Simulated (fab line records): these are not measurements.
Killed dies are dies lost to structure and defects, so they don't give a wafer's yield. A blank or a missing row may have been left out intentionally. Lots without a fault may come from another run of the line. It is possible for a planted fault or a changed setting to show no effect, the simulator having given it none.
Which tool is to blame? -- flow n5 finfet -- Sampling: 11 lots, 30 wafers, 5 of 1938 route steps

== WHAT THE GAUGES READ, wafer by wafer ==
N5_BEOL_M8_THK_MEAS_01.
lot,measured,on,M8_ILD_THK (nm)
L885,day 13 02:59,film metro-02,153.3 156.6 153.7
L883,day 13 12:35,film metro-01,153.3 157.9
L884,day 13 13:49,film metro-02,150.6 153.6 157.3
L888,day 13 19:22,film metro-01,155.9 157.4 154.3
L889,day 15 05:21,film metro-02,155.7 158.7 154.2
L898,day 16 16:14,film metro-02,154.8 156.0
L896,day 17 03:25,film metro-02,155.6 157.9 156.4
L895,day 17 06:08,film metro-01,155.7 159.9
L902,day 17 13:21,film metro-02,155.3 155.6 159.9
L904,day 17 15:04,film metro-01,155.7 155.1 157.1
L901,day 18 11:00,film metro-01,153.6 151.7 154.8

== TOOL THAT RAN EACH LOT (tool first, then ch and the chambers of the sampled wafers, then the start) ==
lot,N5_BEOL_M7_STRIP_80,N5_BEOL_M7_ECD_50,N5_BEOL_M7_CMP_52,N5_BEOL_M8_ILD_DEP_00
L885,"rie diel-06 ch 2,3, day 13 01:22 or earlier","ecd cu-01 ch 0,1, day 13 01:22","cmp-03 ch 2,3, day 13 01:48","pecvd-04 ch 1,2, day 13 02:17"
L883,"rie diel-05 ch 0,3, day 13 11:01 or earlier","ecd cu-01 ch 0,1, day 13 11:01","cmp-02 ch 2,3, day 13 11:32","pecvd-04 ch 1,2, day 13 12:01"
L884,"rie diel-05 ch 2,3, day 13 12:10 or earlier","ecd cu-02 ch 1, day 13 12:10","cmp-03 ch 0,1,3, day 13 12:50","pecvd-02 ch 0,1,2, day 13 13:14"
L888,"rie diel-02 ch 0,3, day 13 17:30 or earlier","ecd cu-01 ch 0,1, day 13 17:30","cmp-02 ch 0,1,2, day 13 18:17","pecvd-04 ch 0,1,2, day 13 18:46"
L889,"rie diel-02 ch 2,3, day 15 03:12 or earlier","ecd cu-02 ch 0,1, day 15 03:12","cmp-01 ch 2,3, day 15 03:35","pecvd-04 ch 0,2, day 15 04:05"
L898,"rie diel-02 ch 2, day 16 13:53 or earlier","ecd cu-01 ch 0,1, day 16 13:53","cmp-03 ch 2,3, day 16 14:17","pecvd-04 ch 0, day 16 14:44"
L896,"rie diel-06 ch 2,3, day 17 01:46 or earlier","ecd cu-01 ch 0,1, day 17 01:46","cmp-03 ch 0,1, day 17 02:24","pecvd-04 ch 0,2, day 17 02:51"
L895,"rie diel-05 ch 3, day 17 04:20 or earlier","ecd cu-01 ch 1, day 17 04:20","cmp-01 ch 0,3, day 17 04:49","pecvd-01 ch 0,1, day 17 05:20"
L902,"rie diel-05 ch 0,1,2, day 17 11:41 or earlier","ecd cu-02 ch 0,1, day 17 11:41","cmp-01 ch 0,1,3, day 17 12:19","pecvd-04 ch 0,1,2, day 17 12:46"
L904,"rie diel-02 ch 2,3, day 17 13:05 or earlier","ecd cu-02 ch 0,1, day 17 13:05","cmp-02 ch 0,2, day 17 13:55","pecvd-01 ch 0,2, day 17 14:29"
L901,"rie diel-06 ch 1,2,3, day 18 09:28 or earlier","ecd cu-02 ch 0, day 18 09:28","cmp-01 ch 0,1,3, day 18 09:53","pecvd-02 ch 1,2, day 18 10:21"
- N5_BEOL_M7_STRIP_80: strips in N2/H2, time 10 s.
- N5_BEOL_M7_ECD_50: material Cu, target thk 300 nm.
- N5_BEOL_M7_CMP_52: polishes, stops on SiCOH lowk, t overpolish 6.9 s, target thk 80 nm.
- N5_BEOL_M8_ILD_DEP_00: deposits SiCOH lowk from DEMS/porogen, target thk 179.75 nm, time 33.4 s.

== THE ANSWER, worked out from the rows above alone ==
Rule: the usual values come from the lots themselves. The widest of any qualifying gaps counts: lots, ordered by their means at a reading, are off when they make up no more than a third of the lots, leave a main group of 4 or more, and stand apart from it by 3 or more times the standard deviation of that group's means. The tables above print the reading to a certain number of digits; a main group whose means all agree to those digits is not used. A lot without any number at a reading at which 4 lots or more have one is off too. Any other lot the step has rows for is counted as sound.
No lot is off on any of the readings shown, so nothing can be concluded from this.

== WHAT THE SIMULATOR HAD INSERTED ==
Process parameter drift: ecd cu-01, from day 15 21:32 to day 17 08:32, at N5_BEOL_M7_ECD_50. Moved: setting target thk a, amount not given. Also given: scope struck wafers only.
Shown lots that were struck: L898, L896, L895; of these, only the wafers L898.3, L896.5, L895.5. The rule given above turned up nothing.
